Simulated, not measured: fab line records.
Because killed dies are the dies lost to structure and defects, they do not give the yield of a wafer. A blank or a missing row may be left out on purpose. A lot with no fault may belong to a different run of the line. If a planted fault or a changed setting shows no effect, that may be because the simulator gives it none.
What tool caused it? -- flow nand harc -- 33 wafers from 11 lots sampled at 5 of the route's 1302 steps

## WHAT EACH GAUGE READ, for each wafer
NHARC_END_SORT_01.
lot,measured,on,killed at array
L344,day 28 20:35,prober-02,673 673 673
L343,day 28 20:32,prober-01,673 675 673
L345,day 29 11:46,prober-02,673 670 672

## WHAT TOOL EACH LOT RAN ON (gives the tool, then ch and the chambers of the sampled wafers, and finally the start)
lot,NHARC_A_CONTACT_ETCH_136,NHARC_A_CONTACT_ETCH_139,NHARC_A_CONTACT_ETCH_92,NHARC_A_BLC_ETCH_17
L334,"har cap etch-02 ch 0,1, day 23 01:35","har cap etch-02 ch 0,1, day 23 02:24","rie diel-04 ch 0,1,3, day 23 02:53","rie diel-05 ch 1,2, day 23 06:25"
L336,"har cap etch-03 ch 1, day 23 15:14","har cap etch-03 ch 1, day 23 16:04","rie diel-04 ch 0,1, day 23 16:34","rie diel-02 ch 0,2, day 23 20:10"
L340,"har cap etch-02 ch 0,1, day 25 12:34","har cap etch-02 ch 0,1, day 25 13:23","rie diel-08 ch 0,1,2, day 25 13:54","rie diel-05 ch 0,1,2, day 25 17:26"
L344,"har cap etch-01 ch 1, day 26 19:04","har cap etch-01 ch 1, day 26 19:53","rie diel-04 ch 0,2,3, day 26 20:27","rie diel-05 ch 1,2,3, day 27 00:05"
L343,"har cap etch-03 ch 0,1, day 26 20:49","har cap etch-03 ch 0,1, day 26 21:37","rie diel-04 ch 0,1,2, day 26 22:11","rie diel-05 ch 0,3, day 27 01:44"
L345,"har cap etch-03 ch 0,1, day 27 10:26","har cap etch-03 ch 0,1, day 27 11:32","rie diel-11 ch 1,2,3, day 27 12:05","rie diel-05 ch 2,3, day 27 15:40"
L347,"har cap etch-03 ch 0,1, day 28 16:32","har cap etch-03 ch 0,1, day 28 17:22","rie diel-04 ch 1,3, day 28 17:55","rie diel-02 ch 0,1, day 28 21:26"
L352,"har cap etch-02 ch 0,1, day 30 09:45","har cap etch-02 ch 0,1, day 30 10:34","rie diel-04 ch 0,1,3, day 30 11:08","rie diel-02 ch 1,2,3, day 30 14:37"
L354,"har cap etch-02 ch 0,1, day 31 08:21","har cap etch-02 ch 0,1, day 31 09:10","rie diel-04 ch 0,1,2, day 31 09:44","rie diel-05 ch 1,2,3, day 31 13:50"
L355,"har cap etch-03 ch 0, day 31 16:11","har cap etch-03 ch 0, day 31 17:00","rie diel-08 ch 1,2, day 31 17:32","rie diel-05 ch 0,2, day 31 21:30"
L356,"har cap etch-03 ch 0,1, day 31 18:03","har cap etch-03 ch 0,1, day 31 18:52","rie diel-08 ch 0,1,3, day 31 19:23","rie diel-05 ch 0,2,3, day 31 22:55"
- NHARC_A_CONTACT_ETCH_136: etches the open film in C4F8/O2/Ar, time 311 s, target depth 1912 nm.
- NHARC_A_CONTACT_ETCH_139: etches the open film in C4F8/O2/Ar, time 195 s, target depth 840 nm.
- NHARC_A_CONTACT_ETCH_92: etches the open film in CH3F/O2, target depth 40 nm, time 85.7 s.
- NHARC_A_BLC_ETCH_17: etches the open film in N2/H2, target depth 390 nm, time 609.38 s.

## THE ANSWER, worked out from the rows above alone
Rule: the usual values come from the lots themselves. Put in order of their means at a reading, lots are off if they are a third of the lots or fewer, leave a main group of 4 or more, and stand apart from it by a gap of 3 or more times the standard deviation of the main group's means; of several such gaps the widest counts. A main group whose means are all the same, to the digits that the tables above print for the reading, isn't used. Also off: a lot with no number at a reading for which 4 or more lots have one. The other lots that the step has rows for count as sound.
None of the lots is off at any reading shown; this tells nothing.

## WHAT THE SIMULATOR HAD INSERTED
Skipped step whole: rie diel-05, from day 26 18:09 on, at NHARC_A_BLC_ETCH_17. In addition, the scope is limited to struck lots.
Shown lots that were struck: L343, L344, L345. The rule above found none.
